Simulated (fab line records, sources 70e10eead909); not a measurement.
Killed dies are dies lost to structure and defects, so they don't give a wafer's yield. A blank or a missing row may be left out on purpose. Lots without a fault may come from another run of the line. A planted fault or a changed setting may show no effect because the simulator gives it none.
fab line records | flow nand_harc
record lots=23 wafers=69 last_day=34
route steps=1302 shown A_CHANNEL_HOLE_D2@597 A_CHANNEL_FILL_D2@614 A_STAIRCASE@677
lots that met no fault: from a run of the same line without faults
start_h: hours from the record's first day to the start of the lot's first wafer shown | wait_h: hours since the lot's step before | " the same as in the row above | L1.1+2: a row that stands for several wafers | - no value, or no start given | * or withheld: withheld | < > ~ a bound
route shown NAME@n: a module of which the file shows steps, and the number in the route of the first | usual: mean/standard deviation of fault-free wafers | same: alike in all rows | chamber/n: place in a boat | sites: the reading at each site | _std_site: their standard deviation | _edge_site: outer sites' mean less inner sites' | radius_mm: how far each site lies from the wafer's centre | mask NAME#n: copy n | behind: the tool/chamber that last shaped the wafer | hold: why the lot was held/for how many hours/how that ended | device: the transistor (n, p or np) that didn't switch | end of line: the same wafers' tests at the end of the route | a step without rows: its recipe alone | killed: dies lost to structure and defects at the first sort, not the wafer's yield | map: a wafer's dies, x killed, . not, _ none there
set.NAME: the setting as run; set.NAME@STEP: as run at that earlier step | model.NAME: the simulator's own value behind a step, which no gauge read
steps of the route over a sample of lots; a table a step, a row a wafer
services: from which hour (start_h, from the record's first day; less than 0 if before it) a tool's chamber was out of use, for how many hours, and why
## steps
# step NHARC_A_CHANNEL_HOLE_D2_ETCH_25
# recipe bias_v=5000 source_w=withheld pressure_mtorr=20 time_s=1040.2 ar_flow_sccm=375 c4f8_flow_sccm=93.8 o2_flow_sccm=31.2 temp_c=-20 target_depth_a=15000 chemistry=C4F8/O2/Ar
# usual drypump_motor_current_A=6.0/0.38 showerhead_plenum_p_Torr=3.75/0.13 temp_c=-19.98/0.11 throttle_valve_pct=32.235/0.0091
# columns lot.wafer tool chamber start_h wait_h drypump_motor_current_A rf_hours_counter_h showerhead_plenum_p_Torr temp_c throttle_valve_pct
L074.1 har_etch-02 0 307.78 0.6 6.6 378 3.53 -20.05 32.224
L074.2 " 1 " " 5.7 363 3.92 -20.14 32.210
L074.5 " 1 " " 5.7 - 3.92 -19.95 32.254
L075.3 har_etch-01 1 308.08 0.7 5.8 - 3.69 -20.18 32.243
L075.6 " 0 " " 5.9 - 3.69 -20.01 32.226
L075.5 " 1 " " 5.8 - 3.69 -20.07 32.234
L076.2 har_etch-02 1 313.80 0.6 5.7 367 3.92 -20.10 32.238
L076.1 " 0 " " 6.6 382 3.53 -19.87 32.254
L076.3 " 0 " " 6.6 - 3.53 -20.00 32.231
L077.2 har_etch-01 0 324.68 0.6 5.9 167 3.69 -20.15 32.225
L077.3 " 0 " " 5.9 - 3.69 -20.04 32.228
L077.6 " 0 " " 6.0 - 3.69 -20.01 32.242
L078.2 har_etch-02 0 343.43 0.7 6.6 397 3.52 -20.02 32.233
L078.4 " 1 " " 5.7 - 3.91 -19.90 32.244
L078.5 " 0 " " 6.6 - 3.52 -19.82 32.250
L079.3 har_etch-01 0 344.64 0.7 5.9 - 3.68 -20.04 32.237
L079.4 " 1 " " 5.8 - 3.68 -19.87 32.223
L079.5 " 0 " " 5.9 - 3.68 -19.91 32.237
L082.1 har_etch-01 1 369.52 0.7 5.8 194 3.67 -19.99 32.233
L082.6 " 0 " " 5.9 - 3.67 -20.08 32.234
L082.5 " 1 " " 5.8 - 3.67 -20.01 32.259
L080.3 har_etch-02 0 372.57 0.7 6.6 - 3.52 -19.65 32.236
L080.6 " 0 " " 6.6 - 3.52 -19.96 32.227
L080.5 " 1 " " 5.7 - 3.90 -20.15 32.222
L081.1 har_etch-01 0 383.88 0.7 5.9 201 3.67 -20.06 32.228
L081.3 " 1 " " 5.8 - 3.67 -19.74 32.243
L081.4 " 0 " " 5.9 - 3.67 -20.11 32.241
L083.1 har_etch-02 0 401.17 0.6 6.6 7 3.92 -19.87 32.241
L083.5 " 0 " " 6.6 - 3.92 -19.94 32.239
L083.6 " 1 " " 5.7 - 3.89 -19.97 32.246
L085.1 har_etch-02 1 407.99 0.7 5.7 10 3.89 -19.82 32.223
L085.3 " 1 " " 5.6 - 3.89 -19.85 32.246
L085.5 " 0 " " 6.6 - 3.92 -19.94 32.236
L086.1 har_etch-01 0 431.07 0.6 5.9 232 3.65 -19.95 32.233
L086.4 " 0 " " 5.9 - 3.65 -19.87 32.228
L086.5 " 1 " " 5.8 - 3.65 -20.09 32.229
L088.1 har_etch-02 0 445.77 0.6 6.6 33 3.91 -20.09 32.250
L088.4 " 0 " " 6.6 - 3.91 -20.08 32.242
L088.5 " 0 " " 6.6 - 3.91 -20.02 32.210
L087.2 har_etch-01 0 446.40 0.6 5.9 244 3.65 -19.88 32.242
L087.1 " 1 " " 5.8 244 3.65 -20.08 32.237
L087.3 " 1 " " 5.8 - 3.65 -20.10 32.234
L089.3 har_etch-02 0 457.33 0.7 6.6 - 3.91 -20.09 32.242
L089.5 " 0 " " 6.6 - 3.91 -20.12 32.231
L089.6 " 1 " " 5.7 - 3.87 -19.90 32.224
L091.1 har_etch-01 0 457.35 0.7 6.0 248 3.64 -20.05 32.231
L091.5 " 1 " " 5.8 - 3.64 -19.90 32.236
L091.6 " 0 " " 5.9 - 3.64 -20.20 32.237
L090.1 har_etch-02 1 461.19 0.6 5.7 41 3.87 -20.07 32.232
L090.2 " 0 " " 6.6 41 3.90 -19.89 32.236
L090.3 " 0 " " 6.6 - 3.90 -19.94 32.249
L092.2 har_etch-02 1 473.32 0.6 5.7 52 3.87 -19.93 32.242
L092.1 " 0 " " 6.6 52 3.90 -19.99 32.239
L092.5 " 1 " " 5.7 - 3.87 -20.01 32.238
L094.1 har_etch-02 1 500.26 0.6 5.7 64 3.86 -19.92 32.238
L094.3 " 1 " " 5.7 - 3.86 -20.07 32.220
L094.4 " 0 " " 6.6 - 3.89 -20.09 32.217
L095.1 har_etch-01 0 501.97 0.7 5.9 274 3.63 -20.12 32.234
L095.4 " 1 " " 5.8 - 3.63 -20.09 32.244
L095.3 " 0 " " 5.9 - 3.63 -20.00 32.226
L093.2 har_etch-02 0 504.42 0.6 6.6 68 3.89 -19.78 32.223
L093.4 " 1 " " 5.7 - 3.86 -19.83 32.220
L093.6 " 1 " " 5.7 - 3.86 -20.05 32.227
L096.1 har_etch-02 0 516.15 0.7 6.6 76 3.88 -19.89 32.233
L096.4 " 1 " " 5.7 - 3.85 -19.82 32.240
L096.6 " 1 " " 5.7 - 3.85 -19.85 32.229
L097.1 har_etch-01 1 531.36 0.6 5.8 293 3.62 -20.09 32.231
L097.2 " 0 " " 5.9 293 3.62 -19.88 32.245
L097.5 " 1 " " 5.8 - 3.62 -20.07 32.227
# step NHARC_A_CHANNEL_HOLE_D2_ETCH_26
# recipe bias_v=300 source_w=2000 pressure_mtorr=30 time_s=224.1 ar_flow_sccm=375 c4f8_flow_sccm=11.4 o2_flow_sccm=113.6 temp_c=-20 target_depth_a=3000 chemistry=C4F8/O2/Ar
# usual drypump_motor_current_A=6.0/0.38 showerhead_plenum_p_Torr=3.81/0.14 temp_c=-20.01/0.12 throttle_valve_pct=24.583/0.01
# columns lot.wafer tool chamber start_h wait_h drypump_motor_current_A rf_hours_counter_h showerhead_plenum_p_Torr temp_c throttle_valve_pct
L075.3 har_etch-01 1 308.63 0.4 5.8 - 3.74 -19.96 24.582
L075.6 " 0 " " 5.9 - 3.74 -20.24 24.578
L075.5 " 1 " " 5.8 - 3.74 -20.09 24.589
L074.1 har_etch-02 0 308.67 0.7 6.6 379 3.58 -19.80 24.586
L074.2 " 1 " " 5.7 363 3.98 -19.88 24.589
L074.5 " 1 " " 5.7 - 3.98 -19.96 24.579
L076.2 har_etch-02 1 314.67 0.7 5.7 367 3.98 -19.92 24.581
L076.1 " 0 " " 6.6 383 3.57 -20.10 24.585
L076.3 " 0 " " 6.6 - 3.57 -19.96 24.564
L077.2 har_etch-01 0 325.55 0.7 5.9 168 3.74 -20.05 24.593
L077.3 " 0 " " 5.9 - 3.74 -20.01 24.575
L077.6 " 0 " " 5.9 - 3.74 -19.97 24.599
L078.2 har_etch-02 0 344.21 0.6 6.6 398 3.56 -20.16 24.589
L078.4 " 1 " " 5.7 - 3.97 -20.09 24.589
L078.5 " 0 " " 6.6 - 3.56 -20.16 24.571
L079.3 har_etch-01 0 345.29 0.5 5.9 - 3.73 -20.02 24.582
L079.4 " 1 " " 5.8 - 3.73 -20.08 24.576
L079.5 " 0 " " 6.0 - 3.73 -20.03 24.588
L082.1 har_etch-01 1 370.28 0.6 5.8 195 3.72 -19.87 24.574
L082.6 " 0 " " 5.9 - 3.72 -20.09 24.592
L082.5 " 1 " " 5.8 - 3.72 -19.99 24.564
L080.3 har_etch-02 0 373.23 0.5 6.6 - 3.56 -20.01 24.594
L080.6 " 0 " " 6.6 - 3.56 -20.28 24.580
L080.5 " 1 " " 5.6 - 3.96 -19.94 24.570
L081.1 har_etch-01 0 384.66 0.6 6.0 202 3.72 -20.00 24.579
L081.3 " 1 " " 5.8 - 3.72 -19.94 24.592
L081.4 " 0 " " 6.0 - 3.72 -19.93 24.596
L083.1 har_etch-02 0 402.05 0.7 6.6 7 3.99 -19.94 24.570
L083.5 " 0 " " 6.6 - 3.99 -20.05 24.579
L083.6 " 1 " " 5.7 - 3.95 -20.00 24.587
L085.1 har_etch-02 1 408.74 0.6 5.7 11 3.95 -19.73 24.591
L085.3 " 1 " " 5.7 - 3.95 -19.96 24.571
L085.5 " 0 " " 6.6 - 3.99 -19.90 24.583
L086.1 har_etch-01 0 431.94 0.7 5.9 233 3.70 -20.04 24.578
L086.4 " 0 " " 5.9 - 3.70 -19.90 24.572
L086.5 " 1 " " 5.8 - 3.70 -19.92 24.556
L088.1 har_etch-02 0 446.66 0.7 6.6 34 3.97 -19.86 24.572
L088.4 " 0 " " 6.6 - 3.97 -19.96 24.587
L088.5 " 0 " " 6.6 - 3.97 -19.94 24.579
L087.2 har_etch-01 0 447.29 0.7 6.0 244 3.69 -20.06 24.596
L087.1 " 1 " " 5.8 244 3.69 -20.02 24.578
L087.3 " 1 " " 5.8 - 3.69 -19.89 24.593
L089.3 har_etch-02 0 457.99 0.5 6.6 - 3.97 -20.08 24.579
L089.5 " 0 " " 6.6 - 3.97 -20.02 24.594
L089.6 " 1 " " 5.7 - 3.93 -20.02 24.570
L091.1 har_etch-01 0 458.12 0.6 5.9 248 3.69 -20.08 24.595
L091.5 " 1 " " 5.8 - 3.69 -19.89 24.583
L091.6 " 0 " " 5.9 - 3.69 -20.00 24.592
L090.1 har_etch-02 1 462.08 0.7 5.6 42 3.93 -20.02 24.591
L090.2 " 0 " " 6.6 42 3.97 -20.09 24.599
L090.3 " 0 " " 6.6 - 3.97 -20.03 24.589
L092.2 har_etch-02 1 474.20 0.7 5.7 53 3.93 -19.91 24.569
L092.1 " 0 " " 6.6 53 3.96 -20.08 24.579
L092.5 " 1 " " 5.7 - 3.93 -19.77 24.607
L094.1 har_etch-02 1 501.15 0.7 5.7 65 3.92 -20.18 24.568
L094.3 " 1 " " 5.7 - 3.92 -20.19 24.575
L094.4 " 0 " " 6.6 - 3.95 -19.85 24.591
L095.1 har_etch-01 0 502.74 0.6 5.9 275 3.68 -20.01 24.569
L095.4 " 1 " " 5.8 - 3.68 -20.16 24.585
L095.3 " 0 " " 5.9 - 3.68 -19.92 24.590
L093.2 har_etch-02 0 505.30 0.7 6.6 69 3.95 -20.04 24.578
L093.4 " 1 " " 5.7 - 3.92 -19.85 24.595
L093.6 " 1 " " 5.7 - 3.92 -20.08 24.580
L096.1 har_etch-02 0 516.91 0.6 6.6 77 3.95 -19.96 24.594
L096.4 " 1 " " 5.7 - 3.91 -20.14 24.575
L096.6 " 1 " " 5.7 - 3.91 -20.14 24.559
L097.1 har_etch-01 1 532.24 0.7 5.8 294 3.66 -19.83 24.592
L097.2 " 0 " " 6.0 294 3.67 -20.13 24.592
L097.5 " 1 " " 5.8 - 3.66 -19.91 24.582
# step NHARC_A_CHANNEL_HOLE_D2_ETCH_44
# recipe target_depth_a=1400 overetch_a=140 time_s=77 ion_energy_ev=100 cf4_flow_sccm=80 o2_flow_sccm=20 ar_flow_sccm=0 rf_w=300 bias_w=100 chemistry=CF4/O2
# usual drypump_motor_current_A=5.99/0.23 oes_product_au=0.998/0.0096 rf_vpp_V=197.6/1.4 showerhead_plenum_p_Torr=1.32/0.058 throttle_valve_pct=13.397/0.0092
# columns lot.wafer tool chamber start_h wait_h drypump_motor_current_A oes_product_au rf_hours_counter_h rf_vpp_V showerhead_plenum_p_Torr throttle_valve_pct
L075.3 rie_diel-05 2 309.47 0.0 6.13 1.017 4.9 199.5 1.38 13.391
L075.5 " 2 " " 6.10 1.014 - 198.2 1.38 13.376
L075.6 " 3 " " 6.32 1.013 - 196.6 1.28 13.406
L074.1 rie_diel-12 1 309.62 0.1 6.20 0.983 2.1 196.8 1.27 13.399
L074.2 " 2 " " 5.60 0.985 1.4 197.6 1.34 13.394
L074.5 " 0 " " 5.96 1.008 - 196.7 1.26 13.397
L076.3 rie_diel-10 2 315.62 0.0 6.00 1.007 6.1 198.6 1.39 13.397
L076.2 " 3 " " 6.09 0.997 5.7 198.8 1.35 13.400
L076.1 " 0 " " 6.19 0.998 5.1 197.7 1.35 13.414
L077.2 rie_diel-10 2 326.50 0.1 6.01 1.004 6.7 198.7 1.39 13.389
L077.3 " 0 " " 6.21 0.993 5.8 197.4 1.35 13.398
L077.6 " 1 " " 6.07 1.000 - 196.4 1.26 13.404
L078.2 rie_diel-05 0 345.17 0.1 5.55 0.979 6.2 200.9 1.41 13.388
L078.5 " 3 " " 6.31 1.005 - 196.0 1.28 13.423
L078.4 " 0 " " 5.53 0.983 - 199.6 1.41 13.385
L079.4 rie_diel-12 1 346.17 0.1 6.18 1.000 3.7 197.1 1.27 13.390
L079.3 " 3 " " 5.77 0.991 3.4 197.0 1.24 13.400
L079.5 " 2 " " 5.61 1.000 - 197.3 1.34 13.373
L082.1 rie_diel-05 0 371.20 0.1 5.55 0.984 7.9 200.8 1.41 13.400
L082.5 " 2 " " 6.15 1.009 - 197.9 1.38 13.395
L082.6 " 3 " " 6.27 1.016 - 195.9 1.28 13.399
L080.3 rie_diel-05 0 374.11 0.1 5.52 0.991 8.0 199.6 1.41 13.407
L080.5 " 0 " " 5.52 0.985 - 198.4 1.41 13.397
L080.6 " 1 " " 5.71 1.012 - 195.2 1.27 13.389
L081.4 rie_diel-10 1 385.57 0.1 6.08 0.997 10.5 195.7 1.25 13.394
L081.3 " 2 " " 6.00 1.002 11.1 200.5 1.39 13.405
L081.1 " 3 " " 6.10 1.005 9.8 198.8 1.35 13.402
L083.1 rie_diel-12 2 402.99 0.1 5.61 1.002 6.2 198.4 1.34 13.399
L083.6 " 2 " " 5.61 0.996 - 198.8 1.34 13.400
L083.5 " 3 " " 5.80 1.020 - 196.4 1.24 13.387
L085.1 rie_diel-12 0 409.69 0.1 5.97 0.995 5.9 197.7 1.26 13.405
L085.3 " 1 " " 6.19 0.995 5.2 196.2 1.27 13.387
L085.5 " 1 " " 6.19 1.006 - 196.2 1.27 13.374
L086.4 rie_diel-10 0 432.89 0.1 6.22 0.995 0.1 198.5 1.35 13.388
L086.1 " 2 " " 6.01 0.993 0.1 200.4 1.39 13.411
L086.5 " 0 " " 6.19 0.996 - 198.9 1.35 13.394
L088.4 rie_diel-10 0 447.61 0.1 6.18 0.987 1.0 198.2 1.35 13.408
L088.1 " 2 " " 5.99 0.988 1.2 197.5 1.39 13.411
L088.5 " 0 " " 6.20 0.982 - 197.7 1.35 13.393
L087.1 rie_diel-05 1 448.24 0.0 5.75 0.998 1.8 196.7 1.26 13.404
L087.3 " 2 " " 6.11 0.992 1.8 200.3 1.38 13.399
L087.2 " 0 " " 5.56 0.986 1.7 199.2 1.41 13.404
L089.3 rie_diel-05 3 458.88 0.1 6.31 0.995 2.2 197.3 1.28 13.394
L089.6 " 2 " " 6.14 1.005 - 198.0 1.38 13.400
L089.5 " 3 " " 6.29 0.983 - 197.9 1.28 13.403
L091.1 rie_diel-10 1 459.06 0.1 6.11 0.994 1.9 196.1 1.25 13.398
L091.6 " 2 " " 5.97 0.988 - 201.6 1.39 13.397
L091.5 " 3 " " 6.12 0.994 - 198.3 1.35 13.407
L090.1 rie_diel-05 3 463.14 0.1 6.31 0.981 2.4 196.6 1.28 13.399
L090.2 " 0 " " 5.51 0.991 2.7 197.7 1.41 13.410
L090.3 " 1 " " 5.74 1.004 2.9 196.0 1.26 13.388
L092.2 rie_diel-12 2 475.14 0.1 5.60 1.009 1.4 196.9 1.34 13.394
L092.1 " 1 " " 6.21 0.990 1.8 195.5 1.26 13.395
L092.5 " 2 " " 5.62 1.002 - 198.9 1.34 13.396
L094.3 rie_diel-05 2 502.09 0.1 6.09 1.004 4.6 199.6 1.38 13.398
L094.1 " 3 " " 6.31 0.992 4.6 196.8 1.28 13.399
L094.4 " 1 " " 5.74 0.999 4.7 196.2 1.26 13.386
L095.1 rie_diel-10 1 503.65 0.0 6.11 0.997 3.7 196.5 1.25 13.419
L095.4 " 2 " " 5.99 0.988 4.6 198.6 1.39 13.408
L095.3 " 3 " " 6.10 1.000 5.2 198.4 1.35 13.411
L093.2 rie_diel-10 3 506.25 0.1 6.12 0.998 5.3 197.1 1.35 13.399
L093.4 " 0 " " 6.15 0.990 5.0 198.2 1.35 13.410
L093.6 " 2 " " 5.99 0.999 - 199.0 1.39 13.391
L096.1 rie_diel-10 2 517.84 0.1 6.02 0.988 5.6 200.2 1.39 13.395
L096.4 " 0 " " 6.22 0.981 6.2 200.1 1.35 13.407
L096.6 " 2 " " 6.02 0.994 - 200.8 1.39 13.376
L097.2 rie_diel-05 0 533.20 0.1 5.54 0.985 6.4 198.8 1.41 13.387
L097.1 " 1 " " 5.74 1.006 6.1 194.7 1.26 13.401
L097.5 " 3 " " 6.31 0.996 - 197.6 1.28 13.392
# step NHARC_A_CHANNEL_FILL_D2_ALD_14
# recipe target_thk_a=25 pulse_time_s=10 ald_cycles=25 temp_c=300 material=SiO2
# usual heater_power_w=478/61 precursor_pulse_height_rel=1.000/0.016
# same pulse_time_s=10
# columns lot.wafer tool chamber start_h wait_h heater_power_w precursor_pulse_height_rel
L074.2 ald_hk-03 2 317.64 0.0 554 1.013
L074.1 " 0 " " 489 0.981
L074.5 " 3 " " 397 0.995
L075.3 ald_hk-02 0 317.71 0.1 418 0.977
L075.5 " 2 " " 487 1.007
L075.6 " 3 " " 480 1.021
L076.2 ald_hk-02 2 323.87 0.0 479 1.023
L076.3 " 3 " " 493 1.017
L076.1 " 0 " " 421 0.987
L077.2 ald_hk-04 0 334.73 0.1 564 1.002
L077.3 " 2 " " 552 0.996
L077.6 " 0 " " 569 0.997
L078.4 ald_hk-03 0 359.16 4.8 469 1.001
L078.2 " 1 " " 508 1.023
L078.5 " 0 " " 485 1.002
L079.3 ald_hk-03 3 359.34 5.0 409 0.980
L079.4 " 0 " " 474 0.981
L079.5 " 0 " " 479 0.979
L082.1 ald_hk-04 3 379.31 0.1 412 0.987
L082.5 " 2 " " 560 0.980
L082.6 " 3 " " 411 1.027
L080.3 ald_hk-03 3 382.33 0.1 403 0.978
L080.6 " 2 " " 551 0.994
L080.5 " 3 " " 396 1.018
L081.1 ald_hk-03 3 393.77 0.0 395 0.988
L081.4 " 0 " " 466 1.013
L081.3 " 2 " " 580 1.016
L083.1 ald_hk-03 3 411.53 0.3 388 1.006
L083.5 " 0 " " 465 0.996
L083.6 " 1 " " 493 1.013
L085.3 ald_hk-04 1 418.08 0.1 397 1.002
L085.1 " 3 " " 413 1.026
L085.5 " 1 " " 396 1.007
L086.1 ald_hk-03 1 441.14 0.1 495 1.001
L086.4 " 2 " " 562 1.002
L086.5 " 0 " " 457 1.002
L087.3 ald_hk-02 2 455.79 0.0 484 1.010
L087.2 " 3 " " 436 0.969
L087.1 " 0 " " 420 0.987
L088.1 ald_hk-03 3 455.86 0.1 398 1.016
L088.4 " 0 " " 443 1.001
L088.5 " 1 " " 493 1.007
L089.3 ald_hk-03 2 467.16 0.1 562 1.009
L089.6 " 1 " " 498 0.999
L089.5 " 2 " " 552 1.025
L091.1 ald_hk-04 1 467.24 0.2 395 0.986
L091.5 " 2 " " 549 0.977
L091.6 " 3 " " 414 0.959
L090.1 ald_hk-03 0 471.34 0.0 450 1.004
L090.3 " 1 " " 504 0.994
L090.2 " 3 " " 384 0.998
L092.1 ald_hk-04 1 483.77 0.5 402 0.976
L092.2 " 0 " " 541 1.014
L092.5 " 1 " " 415 1.017
L095.4 ald_hk-03 2 510.27 0.0 561 1.005
L095.1 " 3 " " 393 0.971
L095.3 " 1 " " 478 0.998
L094.4 ald_hk-04 0 510.27 0.0 560 0.986
L094.3 " 1 " " 403 1.036
L094.1 " 2 " " 557 1.006
L093.4 ald_hk-03 0 514.48 0.0 459 1.016
L093.2 " 2 " " 559 1.024
L093.6 " 0 " " 437 0.984
L096.4 ald_hk-04 0 526.10 0.0 543 1.006
L096.1 " 2 " " 563 0.995
L096.6 " 1 " " 398 1.012
L097.1 ald_hk-03 2 538.72 0.1 553 1.006
L097.2 " 3 " " 385 0.975
L097.5 " 2 " " 545 1.006
# step NHARC_A_CHANNEL_FILL_D2_INSPECT_13
# usual raw_defect_count=335/110
# columns lot.wafer tool chamber start_h wait_h raw_defect_count
L075.3 defect_inspect-02 - 358.11 0.1 271
L075.5 " - " " 630
L075.6 " - " " 302
L074.1 defect_inspect-01 - 358.28 0.2 480
L074.2 " - " " 459
L074.5 " - " " 642
L076.1 defect_inspect-01 - 365.84 0.2 333
L076.2 " - " " 385
L076.3 " - " " 343
L077.2 defect_inspect-02 - 379.05 0.1 323
L077.3 " - " " 386
L077.6 " - " " 276
L078.2 defect_inspect-02 - 401.17 0.1 244
L078.4 " - " " 334
L078.5 " - " " 366
L079.3 defect_inspect-02 - 406.00 0.2 408
L079.4 " - " " 424
L079.5 " - " " 396
L082.1 defect_inspect-02 - 421.78 0.2 506
L082.5 " - " " 365
L082.6 " - " " 243
L080.3 defect_inspect-01 - 421.79 0.1 375
L080.5 " - " " 597
L080.6 " - " " 320
L081.1 defect_inspect-02 - 437.87 0.2 478
L081.3 " - " " 257
L081.4 " - " " 428
L083.1 defect_inspect-01 - 452.15 0.2 118
L083.5 " - " " 261
L083.6 " - " " 182
L085.1 defect_inspect-02 - 458.41 0.2 464
L085.3 " - " " 260
L085.5 " - " " 389
L086.1 defect_inspect-02 - 482.34 0.2 229
L086.4 " - " " 309
L086.5 " - " " 276
L087.1 defect_inspect-01 - 496.67 0.2 305
L087.2 " - " " 260
L087.3 " - " " 375
L088.1 defect_inspect-01 - 496.84 0.2 215
L088.4 " - " " 184
L088.5 " - " " 436
L091.1 defect_inspect-02 - 507.83 0.2 598
L091.5 " - " " 461
L091.6 " - " " 354
L089.3 defect_inspect-01 - 507.85 0.1 330
L089.5 " - " " 248
L089.6 " - " " 382
L090.1 defect_inspect-01 - 512.55 0.2 261
L090.2 " - " " 170
L090.3 " - " " 290
L092.1 defect_inspect-02 - 524.63 0.2 481
L092.2 " - " " 307
L092.5 " - " " 332
L095.1 defect_inspect-01 - 551.08 0.2 317
L095.3 " - " " 277
L095.4 " - " " 338
L094.1 defect_inspect-01 - 551.09 0.2 221
L094.3 " - " " 206
L094.4 " - " " 242
L093.2 defect_inspect-02 - 556.77 0.1 261
L093.4 " - " " 181
L093.6 " - " " 314
L096.1 defect_inspect-02 - 568.44 0.2 633
L096.4 " - " " 266
L096.6 " - " " 436
L097.1 defect_inspect-02 - 580.41 0.2 396
L097.2 " - " " 294
L097.5 " - " " 211
# step NHARC_A_STAIRCASE_TRIM_20
# recipe time_s=211.2 o2_flow_sccm=500 ar_flow_sccm=0 bias_w=0 chemistry=O2
# usual drypump_motor_current_A=5.9/0.56 oes_product_au=0.999/0.0091 rf_vpp_V=57.7/0.94 showerhead_plenum_p_Torr=3.53/0.15 throttle_valve_pct=17.038/0.0088
# columns lot.wafer tool chamber start_h wait_h drypump_motor_current_A oes_product_au rf_hours_counter_h rf_vpp_V showerhead_plenum_p_Torr throttle_valve_pct
L075.3 rie_diel-13 0 362.20 0.1 5.1 1.002 2 58.8 3.51 17.042
L075.5 " 0 " " 5.1 0.997 - 56.0 3.51 17.034
L075.6 " 1 " " 6.7 0.999 - 56.8 3.33 17.039
L074.1 rie_diel-08 3 362.53 0.1 6.3 0.994 58 57.1 3.77 17.034
L074.2 " 0 " " 4.9 1.000 54 58.3 3.27 17.043
L074.5 " 2 " " 5.5 1.004 - 57.3 3.57 17.037
L076.1 rie_diel-11 3 370.15 0.2 6.1 0.978 38 57.3 3.58 17.017
L076.2 " 0 " " 6.2 0.983 40 58.5 3.32 17.038
L076.3 " 2 " " 6.6 0.997 38 59.1 3.48 17.040
L077.2 rie_diel-11 2 383.05 0.1 6.6 1.005 39 55.5 3.48 17.039
L077.3 " 3 " " 6.1 0.998 40 58.3 3.58 17.042
L077.6 " 0 " " 6.2 0.978 - 56.2 3.32 17.022
L078.4 rie_diel-13 1 404.97 0.1 6.7 1.003 13 58.5 3.33 17.040
L078.2 " 2 " " 6.0 1.009 13 57.8 3.80 17.045
L078.5 " 0 " " 5.1 0.995 - 58.5 3.50 17.039
L079.3 rie_diel-11 3 410.00 0.1 6.1 1.011 51 58.2 3.57 17.047
L079.4 " 0 " " 6.2 1.005 50 55.9 3.31 17.053
L079.5 " 2 " " 6.6 1.012 - 57.2 3.47 17.035
L082.1 rie_diel-11 3 426.52 0.1 6.1 0.997 56 58.4 3.57 17.059
L082.6 " 1 " " 6.2 1.005 - 58.7 3.44 17.033
L082.5 " 2 " " 6.6 1.018 - 57.9 3.47 17.051
L080.3 rie_diel-13 3 427.57 0.1 5.8 0.991 19 57.2 3.57 17.042
L080.6 " 3 " " 5.8 1.000 - 59.3 3.57 17.028
L080.5 " 0 " " 5.1 0.989 - 56.5 3.50 17.048
L081.4 rie_diel-11 0 447.05 0.1 6.2 1.007 0 56.5 3.31 17.034
L081.3 " 2 " " 6.6 0.991 0 57.3 3.47 17.040
L081.1 " 3 " " 6.1 1.000 0 58.5 3.57 17.031
L083.1 rie_diel-13 1 456.25 0.1 6.7 1.008 33 57.7 3.32 17.047
L083.5 " 3 " " 5.8 0.991 - 57.5 3.56 17.048
L083.6 " 0 " " 5.0 1.000 - 58.7 3.50 17.039
L085.3 rie_diel-08 2 462.40 0.1 5.5 0.991 27 58.6 3.55 17.032
L085.1 " 3 " " 6.3 0.991 30 57.1 3.76 17.041
L085.5 " 2 " " 5.6 0.998 - 57.4 3.55 17.026
L086.4 rie_diel-13 2 486.48 0.1 6.0 1.003 41 57.0 3.78 17.018
L086.1 " 3 " " 5.8 1.002 38 59.8 3.56 17.037
L086.5 " 1 " " 6.6 1.004 - 57.7 3.31 17.023
L087.2 rie_diel-08 0 501.51 0.1 4.9 1.000 43 58.2 3.78 17.022
L087.1 " 1 " " 6.5 1.001 42 57.7 3.43 17.040
L087.3 " 2 " " 5.5 0.990 38 57.7 3.54 17.033
L088.1 rie_diel-11 0 501.80 0.1 6.3 0.997 15 56.5 3.30 17.037
L088.4 " 3 " " 6.1 0.990 17 57.4 3.56 17.054
L088.5 " 0 " " 6.2 0.998 - 56.6 3.30 17.034
L091.1 rie_diel-13 2 511.87 0.1 6.0 1.009 48 57.7 3.78 17.029
L091.6 " 0 " " 5.1 0.984 - 59.0 3.49 17.035
L091.5 " 1 " " 6.7 1.006 - 57.2 3.31 17.042
L089.3 rie_diel-08 3 512.07 0.1 6.3 0.987 45 58.8 3.75 17.019
L089.5 " 0 " " 4.9 0.999 - 58.9 3.78 17.037
L089.6 " 1 " " 6.5 1.006 - 58.5 3.43 17.040
L090.1 rie_diel-08 2 517.54 0.1 5.6 1.000 45 57.5 3.54 17.039
L090.2 " 3 " " 6.3 0.981 47 59.4 3.75 17.042
L090.3 " 1 " " 6.5 1.001 49 57.5 3.43 17.043
L092.1 rie_diel-13 3 529.52 0.1 5.9 0.991 0 58.3 3.55 17.042
L092.2 " 0 " " 5.1 0.979 1 57.5 3.49 17.044
L092.5 " 2 " " 6.1 0.994 - 57.6 3.78 17.031
L095.4 rie_diel-13 2 554.95 0.1 6.0 1.004 6 60.0 3.78 17.041
L095.3 " 3 " " 5.8 1.007 6 57.4 3.55 17.028
L095.1 " 0 " " 5.1 0.993 9 57.9 3.48 17.040
L094.4 rie_diel-11 2 555.72 0.1 6.6 1.007 38 57.7 3.45 17.049
L094.3 " 0 " " 6.2 0.999 33 57.5 3.29 17.031
L094.1 " 1 " " 6.2 1.013 36 57.6 3.42 17.042
L093.2 rie_diel-08 2 560.79 0.1 5.5 1.009 2 58.6 3.53 17.028
L093.6 " 0 " " 4.8 0.992 - 58.1 3.77 17.048
L093.4 " 2 " " 5.5 1.006 - 56.8 3.53 17.033
L096.4 rie_diel-08 2 572.51 0.1 5.5 1.011 5 58.3 3.53 17.039
L096.1 " 3 " " 6.3 0.990 5 60.4 3.73 17.035
L096.6 " 1 " " 6.5 1.016 - 56.5 3.42 17.042
L097.2 rie_diel-13 3 585.35 0.1 5.8 0.988 13 58.3 3.55 17.041
L097.1 " 2 " " 6.0 0.997 19 58.5 3.77 17.034
L097.5 " 3 " " 5.8 0.978 - 57.7 3.55 17.044
## services
# columns tool chamber start_h hours kind
rie_diel-05 - 314.50 1.0 repair
rie_diel-05 1 325.77 4.3 repair
rie_diel-13 - 342.35 9.0 pm
rie_diel-05 2 343.85 10.0 repair
rie_diel-10 1 344.52 9.5 repair
har_etch-02 - 377.42 17.0 pm
rie_diel-11 2 379.91 2.2 repair
rie_diel-08 1 385.33 6.2 repair
rie_diel-05 3 396.44 1.7 repair
ald_hk-03 - 400.52 10.0 pm
rie_diel-05 - 406.60 9.0 pm
rie_diel-10 - 419.50 9.0 pm
rie_diel-11 0 435.20 3.0 repair
rie_diel-11 - 435.99 9.0 pm
ald_hk-04 - 437.66 10.0 pm
rie_diel-10 1 454.23 1.6 repair
rie_diel-08 0 462.37 9.5 repair
rie_diel-13 0 471.12 7.6 repair
rie_diel-13 - 519.35 9.0 pm
rie_diel-10 2 523.57 7.0 repair
rie_diel-13 3 570.33 8.1 repair
ald_hk-03 - 578.52 10.0 pm
rie_diel-10 - 581.45 0.2 repair
rie_diel-05 - 583.60 9.0 pm
## key
fault none
